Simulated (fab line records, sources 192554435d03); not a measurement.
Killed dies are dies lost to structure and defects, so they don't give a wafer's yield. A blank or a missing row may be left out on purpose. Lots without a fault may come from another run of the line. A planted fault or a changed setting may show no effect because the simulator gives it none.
A struck lot beside a sound one | flow n5_finfet | 39 steps out of a route of 1938
Sound: wafers L958.3, L958.4, L958.5. Struck: wafers L959.1, L959.3. (L959.5 of the same lot was not struck and is left out.) The cause comes at the end.
At each step with rows: each side's tool, then ch and its chambers, then its first start. Under that, the readings that differ: sound wafers | struck wafers | difference of the means | sigmas: that difference in standard deviations of wafers without a fault.
alike: readings whose means differ by less than 2 such deviations, and words and numbers that are the same on both sides. not compared: withheld readings, readings that some wafer has no value for, bounds like >300 that may hide the same value, and numbers for which the record gives no deviation and whose values overlap.
The two part at a step that has a row with sigmas, a row that says differs or no value, or rows on one side only. Numbers that don't overlap but have no deviation are shown without sigmas and don't part them. A reading that every wafer of one side lacks parts them only if that side has two wafers or more.

first, 9 steps without rows for these wafers: N5_BEOL_M1_COAT_22 (resist thk 30 nm); N5_BEOL_M1_EBR_24; N5_BEOL_M1_SOFTBAKE_23 (time 60 s); N5_BEOL_M1_EXPOSE_25 (exposes mask V0, defocus 5 nm, target cd 24 nm); N5_BEOL_M1_PEB_26 (peb time 60 s); N5_BEOL_M1_DEVELOP_27 (develop time 30 s); N5_BEOL_M1_DESCUM_33 (chemistry O2, time 7 s); N5_BEOL_M1_ETCH_77 (etches underlayer in N2/H2, target depth 6.5 nm, time 5.2 s); N5_BEOL_M1_ETCH_69 (etches SiARC in CF4, target depth 15.6 nm, time 26 s).
N5_BEOL_M1_ALD_98: deposits SiO2, target thk 2.5 nm, pulse time 1 s, co reactant pulse time 1 s.
  sound on ald_sin-03 ch 0,2,3, day 8 04:13; struck on ald_sin-03 ch 0,2, day 8 05:23
  reading                                  | sound       | struck  | difference | sigmas
  ald_cycles                               | 17 17 17    | 28 28   | +11        |
  model.SiO2_of_BEOL_M1_ALD_98.thk_nm (nm) | 2.4 2.6 2.6 | 4.2 4.2 | +1.7       |
  alike: heater_power_w, precursor_pulse_height_rel
then, 4 steps without rows for these wafers: N5_BEOL_M1_ETCHBACK_99 (etches SiO2 in CHF3, target depth 5 nm, time 10.4 s); N5_BEOL_M1_ETCH_70 (etches SOC in N2/H2, target depth 80 nm, overetch 16 nm, time 120 s); N5_BEOL_M1_STRIP_71 (strips in N2/H2); N5_BEOL_M1_STRIP_78 (strips in N2/H2).
N5_BEOL_M1_VIA_ETCH_34: etches the open film in C4F6/O2, target depth 67.8 nm, time 64.4 s.
  sound on rie_diel-01 ch 0,3, day 8 04:58; struck on rie_diel-01 ch 0,2, day 8 11:00
  reading                  | sound        | struck  | difference | sigmas
  model.BEOL_M1.cd_nm (nm) | 18.2 17.6 18 | 15 14.4 | -3         |
  alike: C4F6_flow_sccm, chamber_pressure_mTorr, drypump_motor_current_A, mfc_ar_sccm, oes_product_au, rf_vpp_V, showerhead_plenum_p_Torr, throttle_valve_pct
  not compared: rf_hours_counter_h
then, 22 steps without rows for these wafers: N5_BEOL_M1_STRIP_83 (strips in C4F6/O2); N5_BEOL_M1_STRIP_36 (strips in N2/H2); N5_BEOL_M1_TRENCH_ETCH_37 (etches SiOC in C4F6/O2, target depth 55.207 nm, time 29 s); N5_BEOL_M1_ETCH_41 (etches SiCN in CH3F/O2, target depth 31.9 nm, time 57.8 s); N5_BEOL_M1_STRIP_97 (strips in N2/H2, time 10 s); N5_BEOL_M1_HM_STRIP_39 (strips TiN in peroxide tin strip, target depth 25 nm, time 158 s); N5_BEOL_M1_SRD_40 (time 30 s); N5_BEOL_M1_PRECLEAN_42 (cleans in residue remover, time 60 s); N5_BEOL_M1_SRD_43 (time 30 s); N5_BEOL_M1_DEGAS_44 (time 60 s); N5_BEOL_M1_PRE_CLEAN_45 (time 30 s); N5_BEOL_M1_ALD_84 (deposits TaN, pulse time 2 s, purge time 3 s, co reactant purge time 2 s); N5_BEOL_M1_SURFACE_TREAT_85; N5_BEOL_M1_CVD_47 (deposits Co from CCTBA/H2, target thk 3 nm, time 223.8 s); N5_BEOL_M1_SPUTTER_48 (material Cu, target thk 4.5 nm, time 8.29 s); N5_BEOL_M1_ANNEAL_49 (time 240 s); N5_BEOL_M1_SPUTTER_79 (material Cu, target thk 4.5 nm, time 8.29 s); N5_BEOL_M1_ANNEAL_80 (time 240 s); N5_BEOL_M1_SPUTTER_81 (material Cu, target thk 4.5 nm, time 8.29 s); N5_BEOL_M1_ANNEAL_82 (time 240 s); N5_BEOL_M1_SPUTTER_86 (material Cu, target thk 4.5 nm, time 8.29 s); N5_BEOL_M1_ANNEAL_87 (time 240 s).
N5_BEOL_M4_RC_MEAS_101:
  sound on prober-02 ch 0, day 9 20:22; struck on prober-01 ch 0, day 9 21:47
  alike: DIBL_N, DIBL_P, IOFF_N, IOFF_P, ION_N, ION_P, SS_N, SS_P, VT_N, VT_P
-- the record jumps here: 5 days lie between the struck wafers' starts before and after (it left off in module BEOL_M4 and takes up again in module PASSIVATION, whose first step shown is number 1936 of the route) --
N5_PASSIVATION_PROBE_49:
  the record has rows for the struck wafers here (prober-02, day 14 19:34) and none for the sound ones

WHERE THEY PART
Only at N5_PASSIVATION_PROBE_49, within this record.

WHY: what the simulator had put in
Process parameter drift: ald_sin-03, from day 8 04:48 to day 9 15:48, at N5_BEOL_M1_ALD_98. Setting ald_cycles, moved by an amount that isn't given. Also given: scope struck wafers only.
